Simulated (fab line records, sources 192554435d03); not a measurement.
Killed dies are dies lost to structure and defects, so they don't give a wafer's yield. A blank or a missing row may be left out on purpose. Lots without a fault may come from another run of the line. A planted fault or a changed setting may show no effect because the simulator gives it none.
Chamber matching | flow n5_finfet | N5_BEOL_M2_ALD_98 on ald_sin-02: 4 sister chambers
The step deposits SiO2, target thk 2.5 nm, pulse time 1 s, co reactant pulse time 1 s. 8 wafers are shown with their chamber, then 9 later ones without.

WAFERS WITH THEIR CHAMBER
wafer  | chamber | heater_power_w (W) | precursor_pulse_height_rel
L074.3 | 3       | 78                 | 0.991
L077.5 | 3       | 74                 | 0.969
L078.4 | 0       | 78                 | 0.992
L081.5 | 2       | 102                | 0.979
L081.6 | 1       | 79                 | 0.970
L080.1 | 2       | 100                | 1.060
L080.3 | 0       | 80                 | 1.012
L080.5 | 1       | 80                 | 1.030

WAFERS WITHOUT THEIR CHAMBER
wafer  | heater_power_w (W) | precursor_pulse_height_rel
L083.3 | 99                 | 1.007
L083.4 | 79                 | 1.002
L083.5 | 103                | 1.023
L093.3 | 78                 | 1.011
L093.4 | 76                 | 0.979
L093.5 | 78                 | 0.973
L096.2 | 77                 | 0.999
L096.3 | 79                 | 1.010
L096.6 | 80                 | 1.002

WHICH CHAMBER EACH WENT THROUGH
wafer  | from the rows above          | in truth
L083.3 | 2                            | 2
L083.4 | can't be placed: 0 or 1 or 3 | 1
L083.5 | 2                            | 2
L093.3 | can't be placed: 0 or 1 or 3 | 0
L093.4 | can't be placed: 3 or 0      | 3
L093.5 | can't be placed: 0 or 1 or 3 | 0
L096.2 | can't be placed: 3 or 0 or 1 | 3
L096.3 | can't be placed: 0 or 1 or 3 | 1
L096.6 | can't be placed: 1 or 0      | 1
Placed correctly: 2 of 9. Can't be placed from these rows: 7 (the true chamber is among the candidates in 7). Placed wrongly: 0.
How it was worked out, from the rows above alone: a wafer's distance from a chamber is the root of the sum, over the readings, of the square of ((its reading less the chamber's mean) divided by the reading's scatter). The wafer belongs to the nearest chamber; if the next one is less than 2 further off, it can't be placed. A chamber's mean is the mean of its shown wafers. The scatter: the root of (the sum of the squares of (reading less its chamber's mean) over the shown wafers, divided by (wafers less chambers)).
